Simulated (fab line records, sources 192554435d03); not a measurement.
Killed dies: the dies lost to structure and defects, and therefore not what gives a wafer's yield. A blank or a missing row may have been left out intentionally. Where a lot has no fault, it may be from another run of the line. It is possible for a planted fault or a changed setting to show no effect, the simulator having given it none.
Split-lot trial ; flow n5_finfet ; 7 lots, 21 wafers read, on a route of 1938 steps

== ABOUT THE SPLIT ==
At N5_BEOL_M10_PEB_26 (peb time 60 s), the setting peb_time_s was moved away from the recipe's 60 s on 6 of the 21 wafers read, by -10.0% to +20.7%. The other wafers ran this setting at the recipe's value.

== BETWEEN THE SPLIT AND THE READING: the file shows 1 step in between ==
- N5_BEOL_M10_DEVELOP_27: develop time 30 s

== THE READING ==
cd_nm, in nm, at N5_BEOL_M10_CD_MEAS_28 (target cd 70 nm). Fault-free wafers of this fab line usually give 70.0 nm, standard deviation 1.1 nm.

wafer;tool, chamber at the split;peb_time_s as run, s;against the recipe;cd_nm, nm;against lot-mates on the recipe
L074.3;litho_track-02, 0;69.42;+15.7%;77.2;no lot-mate on the recipe
L074.4;litho_track-02, 0;69.42;+15.7%;78.1;no lot-mate on the recipe
L074.6;litho_track-02, 0;69.42;+15.7%;75.9;no lot-mate on the recipe
L083.2;litho_track-05, 0;72.42;+20.7%;80.0;+9.9
L083.3;litho_track-05, 0;72.42;+20.7%;76.7;+6.6
L083.6;litho_track-05, 0;60;recipe;70.1;-
L084.1;litho_track-04, 0;60;recipe;69.3;-
L084.2;litho_track-04, 0;60;recipe;69.9;-
L084.5;litho_track-04, 0;60;recipe;71.2;-
L085.1;litho_track-04, 0;60;recipe;70.9;-
L085.2;litho_track-04, 0;60;recipe;70.5;-
L085.6;litho_track-04, 0;53.99;-10.0%;66.7;-4.0
L089.1;litho_track-04, 0;60;recipe;68.3;-
L089.2;litho_track-04, 0;60;recipe;70.3;-
L089.4;litho_track-04, 0;60;recipe;69.8;-
L092.2;litho_track-05, 0;60;recipe;69.1;-
L092.4;litho_track-05, 0;60;recipe;69.9;-
L092.6;litho_track-05, 0;60;recipe;69.3;-
L096.2;litho_track-02, 0;60;recipe;70.5;-
L096.4;litho_track-02, 0;60;recipe;69.8;-
L096.5;litho_track-02, 0;60;recipe;69.6;-

THE FIT
A straight line over all 21 wafers: cd_nm changes by +0.419 nm for each +1% of peb_time_s; r = +0.97; the points scatter about the line by 0.96 nm.
The same after taking each lot's own level away (the mean of its wafers on the recipe; 18 wafers): +0.399 nm for each +1%; r = +0.97; scatter 0.81 nm.
The reading moves by 8.3 nm for the largest change in peb_time_s, on that fit.
The lots' own levels span 69.43 to 70.70 nm, that is 1.2 times the standard deviation above.
So the lot-to-lot level changes the slope little: the two slopes agree.
Check: with one of the wafers moved furthest among these (+20.7%) left out of the fit, the line predicts +6.88 nm for it against its lot-mates. Against them it came out at +9.9 nm.

== THE OTHER SPLITS THESE WAFERS WENT THROUGH ==
These wafers also went through other splits before the reading. Each is held against what the fit with the lots' levels taken away leaves over:
other split on the same wafers;wafers away from the commonest value;r with cd_nm (lot level and that fit taken away)
N5_BEOL_M8_ETCH_62 source_w;6;-0.08
N5_BEOL_M9_COAT_60 spin_rpm;8;-0.18
N5_BEOL_M9_ETCH_62 time_s;5;+0.16
N5_BEOL_M10_COAT_63 spin_rpm;7;+0.05

== FILE'S OWN FIT ==
cd_nm changes by +0.396 nm for each +1% of peb_time_s, r = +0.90.
